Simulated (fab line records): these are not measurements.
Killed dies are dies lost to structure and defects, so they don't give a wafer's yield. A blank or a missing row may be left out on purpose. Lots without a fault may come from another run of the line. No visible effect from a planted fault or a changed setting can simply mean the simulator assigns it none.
Lot-split experiment ; flow n5 finfet ; 21 wafers read from 7 lots, route of 1938 steps

== SPLIT DETAILS ==
At N5_MOL_CONTACT_COAG_EXPOSE_05 (exposes mask CA, defocus 0 nm), the setting dose mj was moved away from the recipe's 38.25 on 5 of the 21 wafers read, by -4.8% to +6.0%. All remaining wafers had this setting at the recipe value.

== FROM THE SPLIT TO THE READING: what the file shows between them, 2 steps ==
- N5_MOL_CONTACT_COAG_PEB_06: peb time 60 s
- N5_MOL_CONTACT_COAG_DEVELOP_07: develop time 30 s

== THE READING ==
Shown in nm: cd nm at N5_MOL_CONTACT_COAG_CD_MEAS_08, with target cd 28 nm. A value of 28.04 nm with a standard deviation of 0.28 nm is what fault-free wafers of this fab line usually give.

wafer;tool, chamber at the split;dose mj as run;against the recipe;cd nm, nm;against lot-mates on the recipe
L074.1;euv scanner-02, 0;38.25;recipe;27.58;-
L074.3;euv scanner-02, 0;38.25;recipe;27.99;-
L074.5;euv scanner-02, 0;38.25;recipe;28.52;-
L075.3;euv scanner-02, 0;38.25;recipe;28.17;-
L075.5;euv scanner-02, 0;38.25;recipe;28.17;-
L075.6;euv scanner-02, 0;38.25;recipe;28.12;-
L076.2;euv scanner-02, 0;40.54;+6.0%;29.53;+1.43
L076.4;euv scanner-02, 0;38.25;recipe;28.19;-
L076.6;euv scanner-02, 0;38.25;recipe;28.01;-
L077.1;euv scanner-02, 0;38.25;recipe;28.29;-
L077.2;euv scanner-02, 0;36.42;-4.8%;26.62;-1.65
L077.5;euv scanner-02, 0;38.25;recipe;28.25;-
L084.3;euv scanner-01, 0;38.25;recipe;27.78;-
L084.4;euv scanner-01, 0;38.25;recipe;27.79;-
L084.5;euv scanner-01, 0;38.25;recipe;28.21;-
L086.1;euv scanner-02, 0;39.76;+3.9%;28.42;+0.10
L086.3;euv scanner-02, 0;39.76;+3.9%;28.92;+0.60
L086.5;euv scanner-02, 0;38.25;recipe;28.32;-
L096.4;euv scanner-02, 0;36.78;-3.8%;27.31;-0.69
L096.5;euv scanner-02, 0;38.25;recipe;28.01;-
L096.6;euv scanner-02, 0;38.25;recipe;27.98;-

THE FIT
A straight line over all 21 wafers: cd nm changes by +0.224 nm for each +1% of dose mj; r = +0.90; the points scatter about the line by 0.26 nm.
The same after taking each lot's own level away (the mean of its wafers on the recipe; 21 wafers): +0.212 nm for each +1%; r = +0.87; scatter 0.29 nm.
According to that fit, moving dose mj by its largest amount changes the reading by 1.3 nm.
The lots' own levels span 27.927 to 28.320 nm, that is 1.4 times the standard deviation above.
Hence the lot-to-lot level has little effect on the slope; both slopes agree.
Check: +1.08 nm against its lot-mates is what the line predicts for one of the wafers moved furthest among these (+6.0%) when that wafer is left out of the fit. Against them it came out at +1.43 nm.

== FURTHER SPLITS ON THESE WAFERS ==
Other splits were also applied to these wafers ahead of the reading. Each is held against what the fit with the lots' levels taken away leaves over:
other split on the same wafers;wafers away from the commonest value;r with cd nm (lot level and that fit taken away)
N5_HKMG_FIN_COAT_43 spin rpm;7;+0.16
N5_HKMG_FIN_ETCH_55 time s;3;+0.14

== THE WHOLE CHAIN: every reading that the file lists as answering this split, in the file's order ==
step;what it does;reading;change (the file's fit);r (the file's)
N5_MOL_CONTACT_COAG_CD_MEAS_08;target cd 28 nm;cd nm;+0.23 nm for each +1% of the setting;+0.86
N5_MOL_CONTACT_COAG_ETCH_59;etches underlayer in N2/H2, target depth 13 nm, time 10.4 s;MOL_CONTACT_COAG.cd offset nm (the simulator's own value, which no gauge read);+0.246 nm for each +1% of the setting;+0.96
N5_MOL_CONTACT_COAG_ETCH_105;etches SiARC in CF4, target depth 15.6 nm, time 26 s;MOL_CONTACT_COAG.cd offset nm (the simulator's own value, which no gauge read);+0.238 nm for each +1% of the setting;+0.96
N5_MOL_CONTACT_COAG_ETCH_106;etches SOC in N2/H2, target depth 80 nm, overetch 16 nm, time 120 s;MOL_CONTACT_COAG.cd offset nm (the simulator's own value, which no gauge read);+0.205 nm for each +1% of the setting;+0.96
N5_MOL_CONTACT_COAG_CONTACT_ETCH_14;etches SiO2 in C4F6/O2, target depth 27.5 nm, overetch 8.5 nm, time 20 s;MOL_CONTACT_COAG.cd offset nm (the simulator's own value, which no gauge read);+0.229 nm for each +1% of the setting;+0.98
N5_MOL_CONTACT_COAG_ETCH_15;etches SiNx in CH3F/O2, stops on Si:P, target depth 7 nm;MOL_CONTACT_COAG.cd offset nm (the simulator's own value, which no gauge read);+0.216 nm for each +1% of the setting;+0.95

== FILE'S OWN FIT ==
cd nm changes by +0.23 nm for each +1% of dose mj, r = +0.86.
